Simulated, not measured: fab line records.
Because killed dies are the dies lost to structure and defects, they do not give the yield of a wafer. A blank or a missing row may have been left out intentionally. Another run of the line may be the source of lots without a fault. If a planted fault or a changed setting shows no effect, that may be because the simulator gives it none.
Chamber matching + flow n5 finfet + N5_BEOL_M9_ALD_74 on ald metal-02 has 3 sister chambers
The step deposits TaN, target thk 2 nm, pulse time 2 s, purge time 3 s. 14 wafers are shown with their chamber, then 5 later ones without.

WAFERS, EACH WITH ITS CHAMBER
| wafer  | chamber | heater power w (W) | precursor vessel pressure torr (Torr) |
|--------|---------|--------------------|---------------------------------------|
| L081.2 | 0       | 414                | 26.17                                 |
| L081.4 | 1       | 438                | 26.31                                 |
| L081.6 | 1       | 428                | 26.30                                 |
| L085.1 | 3       | 403                | 26.33                                 |
| L085.3 | 1       | 425                | 26.23                                 |
| L085.6 | 0       | 410                | 26.28                                 |
| L086.1 | 1       | 441                | 26.35                                 |
| L086.2 | 0       | 412                | 26.27                                 |
| L086.5 | 3       | 420                | 26.15                                 |
| L087.1 | 1       | 435                | 26.28                                 |
| L087.4 | 3       | 405                | 26.27                                 |
| L087.6 | 1       | 438                | 26.26                                 |
| L091.4 | 1       | 429                | 26.27                                 |
| L091.5 | 0       | 412                | 26.22                                 |

SIGNATURES (averages over the wafers above)
| reading                        | chamber 0 | chamber 1 | chamber 3 | scatter within a chamber |
|--------------------------------|-----------|-----------|-----------|--------------------------|
| heater power w                 | 412.00    | 433.43    | 409.33    | 6.05                     |
| precursor vessel pressure torr | 26.2350   | 26.2857   | 26.2500   | 0.0552                   |
Rule: distance of a wafer from a chamber = root of the sum over the readings of ((wafer's reading minus chamber's mean) / reading's scatter) squared. If the next closest chamber is less than 2 further off than the closest, the wafer can't be placed; otherwise it belongs to the closest. The scatter: the root of (the sum of the squares of (reading less its chamber's mean) over the shown wafers, divided by (wafers less chambers)).

WAFERS WHOSE CHAMBER IS MISSING
| wafer  | heater power w (W) | precursor vessel pressure torr (Torr) |
|--------|--------------------|---------------------------------------|
| L091.6 | 424                | 26.26                                 |
| L097.1 | 422                | 26.19                                 |
| L097.6 | 411                | 26.15                                 |
| L096.3 | 428                | 26.22                                 |
| L096.6 | 409                | 26.28                                 |

CHAMBER TAKEN BY EACH
| wafer  | from the rows above          | in truth |
|--------|------------------------------|----------|
| L091.6 | can't be placed: 1 or 0 or 3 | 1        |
| L097.1 | can't be placed: 0 or 3 or 1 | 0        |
| L097.6 | can't be placed: 0 or 3      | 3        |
| L096.3 | can't be placed: 1 or 0 or 3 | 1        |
| L096.6 | can't be placed: 3 or 0      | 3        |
0 of 5 placed correctly. Unplaceable from these rows: 5, with the true chamber sitting among the candidates in 5. Wrongly placed: 0.
